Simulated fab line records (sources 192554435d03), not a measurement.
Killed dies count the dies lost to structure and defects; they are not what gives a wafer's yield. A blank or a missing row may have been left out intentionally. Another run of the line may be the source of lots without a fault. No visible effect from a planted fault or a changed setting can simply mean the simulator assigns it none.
fab line records    flow n5_finfet
[record] lots = 9  wafers = 24  last_day = 18
route steps=1938 shown FIN_SAQP@97 BEOL_M4@1111
lots untouched by any fault: they come from a run of this same line in which no faults occurred
start_h: the number of hours between the record's first day and the start of the first shown wafer of the lot    wait_h: hours from the lot's prior step to this one    " unchanged from the row above    L1.1+2: one row covering several wafers at once    - value missing, or start not given    * or withheld: withheld    < > ~ a bound
route shown NAME@n: a module of which the file shows steps, and the number in the route of the first    usual: mean/standard deviation taken from wafers without a fault    same: alike in all rows    chamber/n: place in a boat    sites: per-site readings    _std_site: the values' standard deviation    _edge_site: inner sites' mean taken away from outer sites' mean    radius_mm: how far each site lies from the wafer's centre    mask NAME#n: copy n    behind: the most recent tool/chamber to have shaped the wafer    hold: the reason the lot was held/the length of the hold in hours/how it ended    device: the transistor (n, p or np) that didn't switch    end of line: tests of these same wafers at the route's end    where a step has no rows: the recipe by itself    killed: at the first sort, the dies lost to defects and structure; wafer yield is something else    map: dies across one wafer; x = killed, . = not, _ = none there
set.NAME: the run value of the setting; set.NAME@STEP: its run value at that earlier step    model.NAME: the simulator's own value behind a step, which no gauge read
one table for each step of the route and one row for each wafer, over a sample of lots
services: a tool's chamber out of use, with start hour (start_h, from the record's first day; less than 0 if before it), hours out, and reason
[[steps]]
[step N5_FIN_SAQP_THK_MEAS_05]
[usual] thk_nm = 37.9/0.5
lot.wafer  tool           chamber  start_h  wait_h  thk_nm
L943.2     film_metro-02  -        81.33    0.1     37.8
L943.5     "              -        "        "       37.9
L944.2     film_metro-02  -        87.84    0.1     37.2
L944.4     "              -        "        "       39.2
L945.1     film_metro-01  -        95.12    0.1     37.0
L945.5     "              -        "        "       37.7
L950.1     film_metro-02  -        123.90   0.1     37.5
L950.2     "              -        "        "       38.1
L950.3     "              -        "        "       38.0
L952.1     film_metro-01  -        134.95   0.1     37.7
L952.2     "              -        "        "       38.3
L952.4     "              -        "        "       38.6
L953.1     film_metro-01  -        140.81   0.1     36.8
L953.5     "              -        "        "       37.4
L953.6     "              -        "        "       37.8
L954.3     film_metro-01  -        147.48   0.1     38.1
L954.5     "              -        "        "       38.4
L954.6     "              -        "        "       38.8
L955.1     film_metro-01  -        153.39   0.1     36.8
L955.2     "              -        "        "       37.9
L955.4     "              -        "        "       38.2
L956.2     film_metro-02  -        159.05   0.1     37.8
L956.3     "              -        "        "       37.8
L956.5     "              -        "        "       38.3
[step N5_FIN_SAQP_DESCUM_21]
[recipe] chemistry = O2  time_s = 7.9  source_power_w = 50  bias_power_w = 20  pressure_mtorr = 20  rf_frequency_hz = 2.712e+07  temp_c = 40  resist = CAR-ArF  o2_flow_sccm = 225
[usual] drypump_motor_current_A = 5.7/0.4  o2_flow_sccm = 224.8/0.72  oes_product_au = 0.75/0.062  rf_vpp_V = 243.1/1.4  showerhead_plenum_p_Torr = 2.09/0.073  temp_c = 39.98/0.1  throttle_valve_pct = 20.54/0.23
lot.wafer  tool         chamber  start_h  wait_h  drypump_motor_current_A  o2_flow_sccm  oes_product_au  rf_hours_counter_h  rf_vpp_V  showerhead_plenum_p_Torr  temp_c  throttle_valve_pct
L943.2     rie_diel-01  2        82.72    0.6     5.8                      225.4         0.72            170                 242.9     2.09                      40.01   20.54
L943.5     "            0        "        "       5.5                      224.8         0.77            -                   244.8     2.17                      39.98   20.28
L944.2     rie_diel-03  1        88.63    0.0     5.7                      225.1         0.69            216                 243.7     2.15                      39.89   20.68
L944.4     "            3        "        "       6.6                      225.0         0.86            42                  244.3     2.21                      40.02   20.15
L945.1     rie_diel-01  2        95.91    0.0     5.8                      224.9         0.71            175                 242.7     2.09                      39.95   20.55
L945.5     "            3        "        "       5.5                      224.1         0.76            -                   242.5     2.10                      40.01   20.48
L950.1     rie_diel-06  1        124.69   0.0     5.5                      225.0         0.70            250                 242.8     2.04                      40.07   20.28
L950.2     "            0        "        "       6.5                      224.9         0.79            110                 241.1     2.03                      39.99   20.48
L950.3     "            2        "        "       5.3                      223.9         0.71            234                 243.8     2.16                      39.73   20.59
L952.1     rie_diel-03  1        135.76   0.0     5.7                      225.5         0.69            233                 244.3     2.15                      40.02   20.69
L952.2     "            3        "        "       6.6                      225.8         0.85            58                  245.4     2.21                      39.94   20.20
L952.4     "            0        "        "       5.4                      224.9         0.75            -                   241.1     2.02                      39.84   20.54
L953.1     rie_diel-01  2        141.47   0.0     5.8                      223.1         0.70            190                 242.9     2.08                      39.99   20.58
L953.5     "            2        "        "       5.8                      224.1         0.71            -                   242.4     2.08                      39.97   20.57
L953.6     "            1        "        "       5.3                      226.4         0.72            -                   243.1     2.01                      39.98   21.06
L954.3     rie_diel-03  2        148.19   0.1     5.7                      224.5         0.97            3                   245.5     2.23                      40.08   20.34
L954.5     "            1        "        "       5.7                      225.4         0.69            -                   243.1     2.14                      39.95   20.69
L954.6     "            2        "        "       5.7                      224.9         0.97            -                   245.4     2.23                      39.82   20.35
L955.1     rie_diel-03  1        154.06   0.0     5.7                      224.5         0.68            240                 243.6     2.14                      39.98   20.69
L955.2     "            0        "        "       5.3                      225.3         0.74            172                 240.9     2.02                      39.97   20.55
L955.4     "            2        "        "       5.7                      224.9         0.97            4                   245.2     2.23                      39.92   20.34
L956.2     rie_diel-06  3        159.78   0.0     5.5                      224.2         0.93            12                  241.5     2.04                      39.95   20.47
L956.3     "            1        "        "       5.4                      225.7         0.96            4                   242.7     2.03                      40.01   19.87
L956.5     "            3        "        "       5.6                      224.2         0.92            -                   241.5     2.04                      39.93   20.45
[step N5_FIN_SAQP_HM_OPEN_73]
[recipe] chemistry = CHF3/O2  target = SiO2  stop_on = a-Si  target_depth_a = 120  over_etch_frac = 1.8  mask_material = SOC  time_s = 16.8  pressure_mtorr = 30  source_w = 650  bias_w = 170  Ar_flow_sccm = 200  CHF3_flow_sccm = 50  O2_flow_sccm = 5  ion_energy_ev = 200  ends = end_point
[usual] drypump_motor_current_A = 5.7/0.4  oes_product_au = 0.45/0.037  rf_vpp_V = 526/7.3  showerhead_plenum_p_Torr = 2.41/0.086  throttle_valve_pct = 18.94/0.24
lot.wafer  tool         chamber  start_h  wait_h  drypump_motor_current_A  oes_product_au  rf_hours_counter_h  rf_vpp_V  showerhead_plenum_p_Torr  throttle_valve_pct
L943.2     rie_diel-01  2        82.92    0.0     5.8                      0.44            170                 516       2.40                      18.93
L943.5     "            0        "        "       5.5                      0.45            -                   528       2.51                      18.81
L944.2     rie_diel-03  1        88.83    0.0     5.7                      0.43            216                 520       2.50                      19.23
L944.4     "            3        "        "       6.6                      0.54            42                  537       2.55                      18.58
L945.1     rie_diel-01  2        96.11    0.0     5.8                      0.43            175                 514       2.40                      18.93
L945.5     "            3        "        "       5.5                      0.44            -                   528       2.39                      18.75
L950.1     rie_diel-06  1        124.89   0.0     5.5                      0.41            250                 515       2.35                      18.74
L950.2     "            0        "        "       6.5                      0.47            110                 534       2.33                      18.79
L950.3     "            2        "        "       5.4                      0.41            234                 536       2.46                      18.88
L952.1     rie_diel-03  1        135.96   0.0     5.7                      0.42            234                 521       2.49                      19.26
L952.2     "            3        "        "       6.6                      0.51            58                  534       2.54                      18.61
L952.4     "            0        "        "       5.3                      0.44            -                   526       2.31                      18.83
L953.1     rie_diel-01  2        141.67   0.0     5.8                      0.42            190                 513       2.40                      18.96
L953.5     "            2        "        "       5.8                      0.42            -                   514       2.40                      18.95
L953.6     "            1        "        "       5.3                      0.43            -                   521       2.30                      19.35
L954.3     rie_diel-03  2        148.39   0.0     5.7                      0.58            3                   532       2.58                      18.85
L954.5     "            1        "        "       5.7                      0.42            -                   522       2.49                      19.24
L954.6     "            2        "        "       5.7                      0.58            -                   532       2.58                      18.84
L955.1     rie_diel-03  1        154.26   0.0     5.7                      0.42            240                 522       2.49                      19.26
L955.2     "            0        "        "       5.4                      0.43            172                 528       2.31                      18.84
L955.4     "            2        "        "       5.7                      0.57            5                   533       2.58                      18.86
L956.2     rie_diel-06  3        159.98   0.0     5.5                      0.55            12                  520       2.37                      19.00
L956.3     "            1        "        "       5.5                      0.57            4                   514       2.35                      18.30
L956.5     "            3        "        "       5.6                      0.55            -                   522       2.37                      18.99
[step N5_FIN_SAQP_MANDREL_ETCH_22]
[recipe] target_depth_a = 600  chemistry = HBr/Cl2  target = a-Si  stop_on = SiNx  bt_time_s = 10  over_etch_frac = 0.5  time_s = 30  pressure_mtorr = 10  icp_w = 800  bias_w = 75  HBr_flow_sccm = 150  Cl2_flow_sccm = 80  ends = end_point
[usual] drypump_motor_current_A = 5.5/0.41  oes_product_au = 0.773/0.018  over_etch_frac = 0.5/0  throttle_valve_pct = 35.36/0.24
lot.wafer  tool       chamber  start_h  wait_h  drypump_motor_current_A  oes_product_au  over_etch_frac  rf_hours_counter_h  throttle_valve_pct
L943.2     rie_si-03  1        83.00    0.0     5.6                      0.774           0.5             180                 35.09
L943.5     "          1        "        "       5.7                      0.714           0.76038         -                   35.20
L944.2     rie_si-03  2        88.91    0.0     5.3                      0.747           0.5             7                   35.72
L944.4     "          3        "        "       5.3                      0.730           0.76038         113                 35.35
L945.1     rie_si-03  1        96.19    0.0     5.7                      0.782           0.5             181                 35.06
L945.5     "          1        "        "       5.7                      0.723           0.76038         -                   35.19
L950.1     rie_si-06  2        124.98   0.0     5.5                      0.756           0.5             12                  35.60
L950.2     "          3        "        "       5.8                      0.763           0.5             1                   35.26
L950.3     "          0        "        "       5.2                      0.767           0.5             176                 35.15
L952.1     rie_si-01  2        136.04   0.0     5.0                      0.747           0.5             47                  35.54
L952.2     "          3        "        "       6.1                      0.770           0.5             181                 35.14
L952.4     "          0        "        "       5.6                      0.747           0.5             113                 35.20
L953.1     rie_si-06  1        141.76   0.0     5.8                      0.773           0.5             28                  35.89
L953.5     "          1        "        "       5.8                      0.782           0.5             -                   35.88
L953.6     "          0        "        "       5.2                      0.770           0.5             -                   35.14
L954.3     rie_si-03  0        148.48   0.0     5.0                      0.798           0.5             54                  35.49
L954.5     "          1        "        "       5.7                      0.785           0.5             -                   35.07
L954.6     "          2        "        "       5.3                      0.759           0.5             -                   35.69
L955.1     rie_si-03  3        154.34   0.0     5.3                      0.785           0.5             114                 35.19
L955.2     "          1        "        "       5.7                      0.784           0.5             182                 35.07
L955.4     "          0        "        "       5.0                      0.797           0.5             54                  35.48
L956.2     rie_si-03  1        160.06   0.0     5.7                      0.784           0.5             182                 35.07
L956.3     "          0        "        "       4.9                      0.790           0.5             54                  35.47
L956.5     "          2        "        "       5.3                      0.750           0.5             -                   35.72
[step N5_FIN_SAQP_ETCH_57]
[recipe] chemistry = CH3F/O2  target = SiNx  mask_material = SiO2  target_depth_a = 325  time_s = 46.4  pressure_mtorr = 30  source_w = 395  bias_w = 73  Ar_flow_sccm = 150  CH3F_flow_sccm = 30  O2_flow_sccm = 20  ion_energy_ev = 120  ends = cleared
[usual] CH3F_flow_sccm = 30.00/0.088  drypump_motor_current_A = 5.7/0.38  etch_rf_on_time_s = 46.7/0.87  oes_product_au = 0.64/0.059  rf_vpp_V = 298/3.9  showerhead_plenum_p_Torr = 2.00/0.074  throttle_valve_pct = 16.47/0.23
lot.wafer  tool         chamber  start_h  wait_h  CH3F_flow_sccm  drypump_motor_current_A  etch_rf_on_time_s  oes_product_au  rf_hours_counter_h  rf_vpp_V  showerhead_plenum_p_Torr  throttle_valve_pct
L943.2     rie_diel-03  0        85.05    0.1     30.07           5.3                      46.7               0.63            150                 300       1.93                      16.37
L943.5     "            0        "        "       30.04           5.3                      43.2               0.63            -                   300       1.93                      16.37
L944.2     rie_diel-01  2        90.98    0.0     30.16           5.8                      47.5               0.61            173                 290       1.99                      16.44
L944.4     "            0        "        "       29.88           5.5                      43.4               0.64            145                 299       2.09                      16.31
L945.1     rie_diel-03  0        98.78    0.0     30.08           5.4                      47.9               0.63            155                 299       1.93                      16.38
L945.5     "            1        "        "       29.96           5.7                      44.4               0.61            -                   296       2.07                      16.75
L950.1     rie_diel-06  1        126.96   0.0     30.03           5.5                      45.1               0.59            251                 294       1.95                      16.28
L950.2     "            0        "        "       30.07           6.5                      47.2               0.67            110                 304       1.93                      16.31
L950.3     "            2        "        "       30.04           5.4                      45.9               0.60            234                 304       2.04                      16.42
L952.1     rie_diel-06  3        138.05   0.0     30.01           5.6                      45.9               0.82            4                   296       1.97                      16.45
L952.2     "            2        "        "       29.83           5.3                      47.1               0.58            239                 304       2.04                      16.44
L952.4     "            3        "        "       29.99           5.5                      46.4               0.82            -                   296       1.97                      16.42
L953.1     rie_diel-03  1        143.52   0.0     29.93           5.7                      46.9               0.59            236                 297       2.07                      16.75
L953.5     "            0        "        "       30.09           5.4                      46.3               0.62            -                   299       1.92                      16.39
L953.6     "            1        "        "       29.79           5.7                      46.7               0.59            -                   296       2.07                      16.76
L954.3     rie_diel-06  2        150.50   0.0     30.00           5.3                      46.5               0.59            244                 302       2.04                      16.45
L954.5     "            0        "        "       30.05           6.5                      47.3               0.66            -                   302       1.93                      16.34
L954.6     "            3        "        "       29.81           5.6                      45.6               0.81            -                   295       1.97                      16.46
L955.1     rie_diel-03  3        157.06   0.0     29.96           6.6                      47.9               0.71            64                  304       2.11                      16.15
L955.2     "            1        "        "       30.12           5.7                      47.1               0.59            240                 296       2.07                      16.78
L955.4     "            2        "        "       29.83           5.7                      46.7               0.82            5                   300       2.14                      16.33
L956.2     rie_diel-01  3        162.15   0.0     30.07           5.4                      45.9               0.62            189                 298       1.98                      16.35
L956.3     "            0        "        "       29.89           5.5                      47.3               0.63            169                 300       2.08                      16.36
L956.5     "            2        "        "       29.74           5.8                      48.4               0.60            -                   291       1.99                      16.49
[step N5_BEOL_M4_RC_MEAS_101]
[usual] DIBL_N = 36.4/1.6  DIBL_P = 36.2/1.8  IOFF_N = 0.159/0.029  IOFF_P = 0.21/0.034  ION_N = 670/12  ION_P = 459/8.2  SS_N = 71.5/0.59  SS_P = 73.2/0.54  VT_N = 250/3.3  VT_P = -250/3.7
lot.wafer  tool       chamber  start_h  wait_h  DIBL_N[mV/V]  DIBL_P[mV/V]  IOFF_N[nA/um]  IOFF_P[nA/um]  ION_N[uA/um]  ION_P[uA/um]  SS_N[mV/dec]  SS_P[mV/dec]  VT_N[mV]  VT_P[mV]
L943.2     prober-02  0        251.78   0.2     37.8          38.0          0.182          0.23           673           463           71.8          73.8          250       -252
L943.5     "          0        "        "       35.8          34.1          0.142          0.16           659           445           71.4          72.9          253       -255
L944.2     prober-01  0        260.05   0.2     36.5          36.5          0.153          0.20           663           457           71.3          73.3          250       -253
L944.4     "          0        "        "       36.1          36.9          0.135          0.20           658           459           70.6          73.9          253       -252
L945.1     prober-01  0        272.43   0.0     36.2          35.0          0.141          0.21           664           462           71.5          73.0          252       -249
L945.5     "          0        "        "       36.7          34.4          0.149          0.19           656           459           71.7          72.9          253       -251
L950.1     prober-01  0        293.59   0.0     36.0          35.5          0.161          0.20           663           454           71.7          72.9          253       -254
L950.2     "          0        "        "       34.9          33.7          0.129          0.17           654           449           71.8          72.5          257       -254
L950.3     "          0        "        "       36.2          38.1          0.158          0.23           675           464           72.1          73.4          253       -251
L952.1     prober-02  0        293.77   0.0     39.8          38.1          0.211          0.25           673           456           72.7          74.5          243       -251
L952.2     "          0        "        "       34.7          34.4          0.128          0.20           667           459           70.1          72.9          251       -249
L952.4     "          0        "        "       37.9          36.6          0.181          0.24           677           458           72.7          73.4          246       -248
L953.1     prober-02  0        304.09   0.0     39.1          37.3          0.199          0.22           683           460           71.9          73.5          247       -250
L953.5     "          0        "        "       38.5          36.3          0.188          0.21           695           470           71.4          73.1          245       -250
L953.6     "          0        "        "       39.0          38.0          0.196          0.25           679           462           71.4          73.4          245       -246
L954.3     prober-02  0        311.25   0.3     35.5          34.9          0.113          0.14           649           443           71.2          72.3          257       -262
L954.5     "          0        "        "       38.6          39.7          0.190          0.20           673           453           72.2          73.7          250       -253
L954.6     "          0        "        "       36.9          37.1          0.152          0.16           675           455           71.9          72.9          251       -258
L955.1     prober-01  0        331.48   0.0     36.1          37.1          0.157          0.22           657           458           71.7          73.4          253       -250
L955.2     "          0        "        "       37.3          39.1          0.196          0.26           689           472           71.7          73.6          247       -248
L955.4     "          0        "        "       33.1          34.9          0.117          0.19           652           460           70.8          72.5          253       -250
L956.2     prober-02  0        335.34   0.2     37.0          37.7          0.179          0.27           671           468           72.1          73.9          248       -245
L956.3     "          0        "        "       32.8          33.8          0.114          0.20           657           466           70.8          72.3          255       -246
L956.5     "          0        "        "       32.9          34.5          0.119          0.23           660           464           70.8          73.0          249       -247
[[services]]
tool         chamber  start_h  hours  kind
rie_diel-01  1        95.89    7.1    repair
rie_diel-06  3        104.22   -      clean
rie_diel-06  3        104.22   -      consumable_replace:focus_ring
rie_diel-06  3        104.22   26.0   scheduled_down
rie_diel-06  3        104.22   26.0   vent_cycle
rie_diel-06  -        127.09   0.4    repair
rie_diel-03  2        127.13   -      clean
rie_diel-03  2        127.13   -      consumable_replace:focus_ring
rie_diel-03  2        127.13   -      consumable_replace:showerhead
rie_diel-03  2        127.13   11.0   scheduled_down
rie_diel-03  2        127.13   11.0   vent_cycle
rie_diel-06  1        130.24   -      clean
rie_diel-06  1        130.24   -      consumable_replace:focus_ring
rie_diel-06  1        130.24   18.3   scheduled_down
rie_diel-06  1        130.24   18.3   vent_cycle
rie_si-03    1        130.58   2.0    repair
[[key]]
[first_sign] step = N5_FIN_SAQP_MANDREL_ETCH_22  reading = over_etch_frac  direction = up  sigmas = 99+  usual = 0.5  struck = 0.76038
[effect] step = N5_FIN_SAQP_MANDREL_ETCH_22  reading = oes_product_au  direction = down  sigmas = 2.8  usual = 0.773  struck = 0.722
[effect] step = N5_FIN_SAQP_ETCH_57  reading = etch_rf_on_time_s  direction = down  sigmas = 3.5  usual = *  struck = *
met_at N5_FIN_SAQP_MANDREL_ETCH_22
struck_lots L943,L944,L945
struck_wafers L943.5,L944.4,L945.5
not_acting_at N5_FIN_SAQP_THK_MEAS_05,N5_FIN_SAQP_DESCUM_21,N5_FIN_SAQP_HM_OPEN_73
[fault] kind = process_parameter_drift  tool = rie_si-03  chamber = -  onset_h = 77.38  steps = N5_FIN_SAQP_MANDREL_ETCH_22  channel = over_etch_frac  offset = 0.26038  shape = step  end_h = 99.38  scope = struck_wafers_only  acts_in = these_recipes_only  stated = 0.5
